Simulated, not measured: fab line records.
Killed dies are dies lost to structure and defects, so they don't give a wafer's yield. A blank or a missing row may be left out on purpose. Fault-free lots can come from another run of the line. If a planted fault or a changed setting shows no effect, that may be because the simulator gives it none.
Which tool was responsible? || flow n5 finfet || 8 lots with 24 wafers sampled at 6 steps, on a route of 1938 steps

## WHAT THE GAUGES READ, wafer by wafer
N5_BEOL_M4_RC_MEAS_101.
{"lot": "L490", "measured": "day 7 18:34", "on": "prober-02", "DIBL_N (mV/V)": "34.8 37.7 34.1"}
{"lot": "L494", "measured": "day 8 17:10", "on": "prober-02", "DIBL_N (mV/V)": "37.0 35.6 33.9"}
{"lot": "L495", "measured": "day 8 19:20", "on": "prober-01", "DIBL_N (mV/V)": "39.6 32.6 40.8"}
{"lot": "L497", "measured": "day 9 14:58", "on": "prober-02", "DIBL_N (mV/V)": "35.2 32.0 32.7"}
{"lot": "L507", "measured": "day 12 05:04", "on": "prober-02", "DIBL_N (mV/V)": "35.8 39.0 38.1"}
{"lot": "L508", "measured": "day 12 10:28", "on": "prober-02", "DIBL_N (mV/V)": "39.7 38.5 34.5"}
{"lot": "L510", "measured": "day 12 19:54", "on": "prober-01", "DIBL_N (mV/V)": "34.3 35.8 37.4"}
{"lot": "L513", "measured": "day 13 12:32", "on": "prober-01", "DIBL_N (mV/V)": "35.2 39.7 33.6"}

## TOOL THAT RAN EACH LOT (tool first, then ch and the chambers of the sampled wafers, then the start)
{"lot": "L490", "N5_BEOL_M0_SAQP_MANDREL_ETCH_103": "rie si-06 ch 0,2,3, day 5 18:06", "N5_BEOL_M0_SAQP_CUT_ETCH_46": "rie diel-04 ch 2,3, day 5 20:16", "N5_BEOL_M0_ETCH_138": "rie diel-06 ch 0,2, day 5 22:08", "N5_BEOL_M0_HM_OPEN_105": "rie metal-02 ch 1, day 5 22:55", "N5_BEOL_M0_ETCH_128": "rie diel-06 ch 0,3, day 5 23:17"}
{"lot": "L494", "N5_BEOL_M0_SAQP_MANDREL_ETCH_103": "rie si-01 ch 2,3, day 6 12:35", "N5_BEOL_M0_SAQP_CUT_ETCH_46": "rie diel-05 ch 1,2,3, day 6 14:49", "N5_BEOL_M0_ETCH_138": "rie diel-02 ch 0,1, day 6 16:27", "N5_BEOL_M0_HM_OPEN_105": "rie metal-03 ch 0,1, day 6 16:57", "N5_BEOL_M0_ETCH_128": "rie diel-02 ch 0,1,2, day 6 17:17"}
{"lot": "L495", "N5_BEOL_M0_SAQP_MANDREL_ETCH_103": "rie si-05 ch 0,1,2, day 6 19:41", "N5_BEOL_M0_SAQP_CUT_ETCH_46": "rie diel-04 ch 0,1, day 6 21:55", "N5_BEOL_M0_ETCH_138": "rie diel-06 ch 0,2, day 6 23:18", "N5_BEOL_M0_HM_OPEN_105": "rie metal-01 ch 0,1, day 7 01:05", "N5_BEOL_M0_ETCH_128": "rie diel-03 ch 0,1,2, day 7 01:25"}
{"lot": "L497", "N5_BEOL_M0_SAQP_MANDREL_ETCH_103": "rie si-05 ch 0,1,2, day 7 04:08", "N5_BEOL_M0_SAQP_CUT_ETCH_46": "rie diel-04 ch 1,2,3, day 7 06:46", "N5_BEOL_M0_ETCH_138": "rie diel-06 ch 0,2,3, day 7 08:29", "N5_BEOL_M0_HM_OPEN_105": "rie metal-02 ch 0,1, day 7 09:14", "N5_BEOL_M0_ETCH_128": "rie diel-03 ch 1,2,3, day 7 10:35"}
{"lot": "L507", "N5_BEOL_M0_SAQP_MANDREL_ETCH_103": "rie si-01 ch 1,2,3, day 9 19:31", "N5_BEOL_M0_SAQP_CUT_ETCH_46": "rie diel-05 ch 2,3, day 9 23:39", "N5_BEOL_M0_ETCH_138": "rie diel-06 ch 1,2,3, day 10 01:11", "N5_BEOL_M0_HM_OPEN_105": "rie metal-02 ch 0,1, day 10 01:17", "N5_BEOL_M0_ETCH_128": "rie diel-02 ch 2,3, day 10 01:41"}
{"lot": "L508", "N5_BEOL_M0_SAQP_MANDREL_ETCH_103": "rie si-01 ch 0,1, day 10 05:01", "N5_BEOL_M0_SAQP_CUT_ETCH_46": "rie diel-04 ch 0,2, day 10 07:26", "N5_BEOL_M0_ETCH_138": "rie diel-03 ch 1,2, day 10 09:17", "N5_BEOL_M0_HM_OPEN_105": "rie metal-02 ch 0,1, day 10 11:40", "N5_BEOL_M0_ETCH_128": "rie diel-06 ch 2,3, day 10 12:02"}
{"lot": "L510", "N5_BEOL_M0_SAQP_MANDREL_ETCH_103": "rie si-06 ch 2,3, day 10 11:38", "N5_BEOL_M0_SAQP_CUT_ETCH_46": "rie diel-01 ch 1,2,3, day 10 13:55", "N5_BEOL_M0_ETCH_138": "rie diel-03 ch 1,3, day 10 15:31", "N5_BEOL_M0_HM_OPEN_105": "rie metal-02 ch 0,1, day 10 20:19", "N5_BEOL_M0_ETCH_128": "rie diel-06 ch 0,1, day 10 20:55"}
{"lot": "L513", "N5_BEOL_M0_SAQP_MANDREL_ETCH_103": "rie si-01 ch 1,2, day 11 05:59", "N5_BEOL_M0_SAQP_CUT_ETCH_46": "rie diel-01 ch 1,2,3, day 11 08:41", "N5_BEOL_M0_ETCH_138": "rie diel-02 ch 2,3, day 11 10:16", "N5_BEOL_M0_HM_OPEN_105": "rie metal-02 ch 0,1, day 11 13:25", "N5_BEOL_M0_ETCH_128": "rie diel-02 ch 1,2, day 11 13:45"}
- N5_BEOL_M0_SAQP_MANDREL_ETCH_103: etches a-Si in HBr/Cl2, stops on SiCN, target depth 45 nm, bt time 10 s, time 27 s.
- N5_BEOL_M0_SAQP_CUT_ETCH_46: etches SOC in N2/H2, target depth 135 nm, overetch 27 nm, time 202.5 s.
- N5_BEOL_M0_ETCH_138: etches SiCN in CH3F/O2, target depth 12 nm, time 31.6 s.
- N5_BEOL_M0_HM_OPEN_105: chemistry Cl2/BCl3, target TiN, target depth 12 nm.
- N5_BEOL_M0_ETCH_128: etches SiCN in CF4/N2, target depth 12 nm, overetch 5.1 nm, time 21.4 s.

## THE ANSWER, worked out from the rows above alone
Rule: usual is defined by the lots themselves. Put in order of their means at a reading, lots are off if they are a third of the lots or fewer, leave a main group of 4 or more, and stand apart from it by a gap of 3 or more times the standard deviation of the main group's means; of several such gaps the widest counts. If all means in a main group match to the digits the tables above print for the reading, that group is not used. Also off: a lot with no number at a reading for which 4 or more lots have one. Where the step has rows for the other lots, those lots are counted as sound.
Nothing can be told from this: no lot is off at any reading shown.

## WHAT THE SIMULATOR PUT IN
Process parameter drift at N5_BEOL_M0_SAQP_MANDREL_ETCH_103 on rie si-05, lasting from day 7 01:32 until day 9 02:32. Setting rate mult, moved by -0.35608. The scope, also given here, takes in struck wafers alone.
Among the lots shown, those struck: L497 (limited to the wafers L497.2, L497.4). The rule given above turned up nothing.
